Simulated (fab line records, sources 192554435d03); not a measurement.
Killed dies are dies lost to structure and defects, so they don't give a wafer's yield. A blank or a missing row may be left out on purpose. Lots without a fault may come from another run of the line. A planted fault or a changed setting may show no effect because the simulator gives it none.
Which tool did it? | flow n5_finfet | 8 lots, 24 wafers sampled, at 6 steps of a route of 1938

WHAT THE GAUGES READ, wafer by wafer
N5_BEOL_M0_SAQP_INSPECT_42: inspects for defects (brightfield). Usual: raw_defect_count 302, standard deviation 76.
lot  | measured     | on                | raw_defect_count | flag
L932 | day 6 14:37  | defect_inspect-02 | 279 361 340      |
L938 | day 8 00:14  | defect_inspect-02 | 376 365 460      |
L939 | day 8 07:11  | defect_inspect-01 | 385 457 392      |
L945 | day 10 01:37 | defect_inspect-01 | 218 311 318      |
L948 | day 10 22:10 | defect_inspect-02 | 228 228 244      |
L949 | day 11 00:22 | defect_inspect-01 | 272 241 245      |
L950 | day 11 06:46 | defect_inspect-01 | 235 205 362      |
L951 | day 11 07:27 | defect_inspect-01 | 335 282 321      |

N5_BEOL_M0_CUTY_INSPECT_59: inspects for defects (macro). Usual: raw_defect_count 2.0, standard deviation 1.4.
lot  | measured     | on                | raw_defect_count | flag
L932 | day 6 16:02  | defect_inspect-02 | 3 0 0            |
L938 | day 8 01:33  | defect_inspect-02 | >300 3 2         |
L939 | day 8 08:28  | defect_inspect-02 | 2 >300 1         |
L945 | day 10 03:05 | defect_inspect-02 | 3 2 2            |
L948 | day 10 23:40 | defect_inspect-02 | 1 2 2            |
L949 | day 11 01:46 | defect_inspect-01 | 4 4 1            |
L950 | day 11 08:31 | defect_inspect-02 | 2 1 5            |
L951 | day 11 09:53 | defect_inspect-02 | 0 6 2            |

N5_BEOL_M4_RC_MEAS_101. Usual: DIBL_N 36.2 mV/V, standard deviation 1.6; DIBL_P 36.5 mV/V, standard deviation 1.9; IOFF_N 0.158 nA/um, standard deviation 0.027; IOFF_P 0.21 nA/um, standard deviation 0.038; ION_N 675 uA/um, standard deviation 12; ION_P 464 uA/um, standard deviation 8.9; SS_N 71.5 mV/dec, standard deviation 0.61; SS_P 73.4 mV/dec, standard deviation 0.59; VT_N 250.4 mV, standard deviation 3; VT_P -250 mV, standard deviation 3.6.
lot  | measured     | on        | DIBL_N (mV/V)  | DIBL_P (mV/V)  | IOFF_N (nA/um)    | IOFF_P (nA/um) | ION_N (uA/um) | ION_P (uA/um) | SS_N (mV/dec)  | SS_P (mV/dec)  | VT_N (mV)         | VT_P (mV)      | flag
L932 | day 8 18:03  | prober-02 | 34.7 36.7 35.4 | 34.0 37.3 35.1 | 0.134 0.164 0.147 | 0.16 0.21 0.17 | 658 661 650   | 450 457 446   | 70.6 71.9 71.8 | 72.6 73.3 72.7 | 253.2 253.0 254.2 | -257 -250 -256 |
L938 | day 10 01:27 | prober-01 | 35.0 35.1 34.2 | 35.7 35.6 33.3 | 0.139 0.144 0.128 | 0.19 0.20 0.17 | 672 683 671   | 468 468 462   | 71.4 71.3 70.5 | 73.3 72.9 73.1 | 252.1 252.2 254.2 | -252 -251 -252 |
L939 | day 10 11:46 | prober-01 | 34.9 36.5 38.2 | 35.8 37.3 39.0 | 0.142 0.175 0.209 | 0.19 0.20 0.25 | 671 691 705   | 463 464 474   | 70.5 70.8 72.8 | 73.5 73.8 73.6 | 251.0 245.7 246.5 | -250 -251 -246 |
L945 | day 12 15:55 | prober-01 | 36.6 37.2 35.2 | 37.1 37.6 36.7 | 0.172 0.176 0.142 | 0.21 0.22 0.20 | 666 669 673   | 463 458 462   | 72.4 72.7 71.5 | 72.5 74.3 73.6 | 249.4 250.6 252.4 | -252 -252 -253 |
L948 | day 13 19:52 | prober-02 | 38.4 37.6 37.1 | 36.8 36.5 35.7 | 0.179 0.163 0.161 | 0.26 0.25 0.22 | 673 666 658   | 468 467 457   | 72.1 72.0 72.8 | 73.3 74.1 73.2 | 249.6 249.4 253.0 | -247 -247 -247 |
L949 | day 13 14:35 | prober-02 | 35.7 36.8 35.6 | 35.7 38.1 36.5 | 0.158 0.175 0.165 | 0.18 0.23 0.20 | 677 666 677   | 459 457 468   | 71.2 71.6 71.4 | 72.7 73.8 72.8 | 248.8 247.5 248.2 | -254 -250 -251 |
L950 | day 14 08:34 | prober-02 | 35.0 34.2 32.9 | 34.8 34.5 33.3 | 0.149 0.141 0.116 | 0.22 0.22 0.19 | 664 686 666   | 463 482 469   | 71.1 70.4 71.3 | 72.8 73.0 73.1 | 250.4 249.9 252.7 | -248 -248 -251 |
L951 | day 14 01:01 | prober-01 | 38.4 36.2 36.0 | 38.9 36.3 35.3 | 0.223 0.157 0.158 | 0.30 0.23 0.21 | 690 666 675   | 478 461 461   | 73.0 71.9 71.6 | 74.6 73.7 72.9 | 246.9 252.2 252.8 | -245 -248 -252 |

WHICH TOOL RAN EACH LOT (tool, then ch and the chambers of the sampled wafers, then the start)
lot  | N5_BEOL_M0_SAQP_ETCH_49            | N5_BEOL_M0_CUTY_DESCUM_61          | N5_BEOL_M0_STRIP_142
L932 | rie_diel-03 ch 0,2,3, day 6 15:29  | rie_diel-05 ch 0,2,3, day 6 16:04  | rie_diel-04 ch 0,3, day 6 17:13
L938 | rie_diel-03 ch 0,1,2, day 8 01:07  | rie_diel-05 ch 2,3, day 8 01:54    | rie_diel-04 ch 2,3, day 8 05:50
L939 | rie_diel-03 ch 0,1,3, day 8 08:02  | rie_diel-02 ch 0,3, day 8 08:29    | rie_diel-05 ch 0,3, day 8 11:33
L945 | rie_diel-01 ch 0,3, day 10 02:40   | rie_diel-05 ch 1,3, day 10 03:07   | rie_diel-02 ch 0,1,2, day 10 06:50
L948 | rie_diel-03 ch 2,3, day 10 23:07   | rie_diel-05 ch 1,2,3, day 10 23:42 | rie_diel-02 ch 0,1,3, day 11 02:50
L949 | rie_diel-03 ch 0,1,3, day 11 01:13 | rie_diel-04 ch 0,1,2, day 11 01:48 | rie_diel-05 ch 0,1,3, day 11 02:57
L950 | rie_diel-03 ch 1,2, day 11 07:58   | rie_diel-04 ch 0,1, day 11 08:33   | rie_diel-05 ch 1,2, day 11 10:42
L951 | rie_diel-01 ch 1,2,3, day 11 09:21 | rie_diel-02 ch 0,1,3, day 11 09:56 | rie_diel-04 ch 1,2, day 11 10:50
- N5_BEOL_M0_SAQP_ETCH_49: etches SiO2 in CF4/O2, target depth 37 nm.
- N5_BEOL_M0_CUTY_DESCUM_61: chemistry O2, time 7.9 s.
- N5_BEOL_M0_STRIP_142: strips in N2/H2, time 10 s.

WHAT THE TOOLS THEMSELVES READ (means of the sampled wafers that have a number; where no wafer has one, the mark that the record gives instead)
N5_BEOL_M0_SAQP_ETCH_49. Usual: cf4_flow_sccm 99.98 sccm, standard deviation 0.28; drypump_motor_current_A 5.7 A, standard deviation 0.58; oes_product_au 0.78 a.u., standard deviation 0.092; rf_fwd_power_W 532.6 W, standard deviation 1.7; rf_vpp_V 240 V, standard deviation 5.3; showerhead_plenum_p_Torr 2.22 Torr, standard deviation 0.058; throttle_valve_pct 15.86 %, standard deviation 0.25.
lot  | tool        | cf4_flow_sccm (sccm) | drypump_motor_current_A (A) | oes_product_au (a.u.) | rf_fwd_power_W (W) | rf_vpp_V (V) | showerhead_plenum_p_Torr (Torr) | throttle_valve_pct (%) | flag
L932 | rie_diel-03 | 99.92                | 6.2                         | 0.70                  | 533.7              | 242          | 2.24                            | 15.98                  |
L938 | rie_diel-03 | 100.05               | 6.3                         | 0.76                  | 532.4              | 243          | 2.22                            | 15.82                  |
L939 | rie_diel-03 | 100.09               | 5.9                         | 0.76                  | 533.6              | 241          | 2.25                            | 15.80                  |
L945 | rie_diel-01 | 99.94                | 5.7                         | 0.73                  | 531.5              | 236          | 2.14                            | 16.03                  |
L948 | rie_diel-03 | 99.67                | 5.8                         | 0.79                  | 532.4              | 240          | 2.23                            | 15.98                  |
L949 | rie_diel-03 | 99.84                | 5.9                         | 0.84                  | 533.0              | 241          | 2.25                            | 15.68                  |
L950 | rie_diel-03 | 99.79                | 6.0                         | 0.91                  | 532.7              | 239          | 2.21                            | 15.63                  |
L951 | rie_diel-01 | 100.16               | 5.6                         | 0.73                  | 533.3              | 237          | 2.20                            | 15.94                  |

N5_BEOL_M0_CUTY_DESCUM_61. Usual: drypump_motor_current_A 5.7 A, standard deviation 0.42; oes_product_au 0.85 a.u., standard deviation 0.081; rf_fwd_power_W 49.48 W, standard deviation 0.19; rf_vpp_V 243.4 V, standard deviation 1.4; showerhead_plenum_p_Torr 2.10 Torr, standard deviation 0.076; throttle_valve_pct 20.31 %, standard deviation 0.18.
lot  | tool        | drypump_motor_current_A (A) | oes_product_au (a.u.) | rf_fwd_power_W (W) | rf_vpp_V (V) | showerhead_plenum_p_Torr (Torr) | throttle_valve_pct (%) | flag
L932 | rie_diel-05 | 5.9                         | 0.85                  | 49.64              | 244.7        | 2.14                            | 20.37                  |
L938 | rie_diel-05 | 5.6                         | 0.83                  | 49.39              | 243.7        | 2.20                            | 20.40                  |
L939 | rie_diel-02 | 5.7                         | 0.85                  | 49.41              | 242.2        | 2.08                            | 20.13                  |
L945 | rie_diel-05 | 5.5                         | 0.84                  | 49.47              | 243.1        | 2.09                            | 20.39                  |
L948 | rie_diel-05 | 5.8                         | 0.89                  | 49.47              | 243.8        | 2.13                            | 20.37                  |
L949 | rie_diel-04 | 5.5                         | 0.93                  | 49.51              | 243.5        | 2.07                            | 20.07                  |
L950 | rie_diel-04 | 5.3                         | 0.86                  | 49.57              | 242.8        | 2.09                            | 20.13                  |
L951 | rie_diel-02 | 5.6                         | 0.79                  | 49.40              | 243.0        | 2.07                            | 20.24                  |

N5_BEOL_M0_STRIP_142. Usual: drypump_motor_current_A 5.8 A, standard deviation 0.49; oes_product_au 0.81 a.u., standard deviation 0.096; rf_vpp_V 59.2 V, standard deviation 0.88; showerhead_plenum_p_Torr 2.57 Torr, standard deviation 0.08; throttle_valve_pct 23.53 %, standard deviation 0.25.
lot  | tool        | drypump_motor_current_A (A) | oes_product_au (a.u.) | rf_vpp_V (V) | showerhead_plenum_p_Torr (Torr) | throttle_valve_pct (%) | flag
L932 | rie_diel-04 | 6.1                         | 0.71                  | 60.1         | 2.57                            | 23.50                  |
L938 | rie_diel-04 | 6.0                         | 0.70                  | 59.3         | 2.53                            | 23.63                  |
L939 | rie_diel-05 | 5.6                         | 0.89                  | 58.9         | 2.56                            | 23.64                  |
L945 | rie_diel-02 | 5.7                         | 0.78                  | 59.0         | 2.55                            | 23.44                  |
L948 | rie_diel-02 | 5.6                         | 0.80                  | 59.4         | 2.52                            | 23.50                  |
L949 | rie_diel-05 | 5.5                         | 0.85                  | 59.3         | 2.55                            | 23.70                  |
L950 | rie_diel-05 | 6.3                         | 0.92                  | 59.6         | 2.57                            | 23.78                  |
L951 | rie_diel-04 | 5.5                         | 0.90                  | 58.8         | 2.55                            | 23.42                  |

THE ANSWER, worked out from the rows above alone
Rule: a lot is off if the mean of its wafers that have a number lies more than 3 standard deviations from the usual mean. A lot without any number at a reading at which 4 lots or more have one is off too. The other lots that the step has rows for count as sound. The gauges are gone through in route order, then the tools' own readings, and for those a lot's mean is taken as printed above. The first step at which some lot is off is used, and at that step the reading that is off furthest; a lot without a number counts as furthest.
No lot is off at any reading shown: from this, nothing can be told.

WHAT THE SIMULATOR HAD PUT IN
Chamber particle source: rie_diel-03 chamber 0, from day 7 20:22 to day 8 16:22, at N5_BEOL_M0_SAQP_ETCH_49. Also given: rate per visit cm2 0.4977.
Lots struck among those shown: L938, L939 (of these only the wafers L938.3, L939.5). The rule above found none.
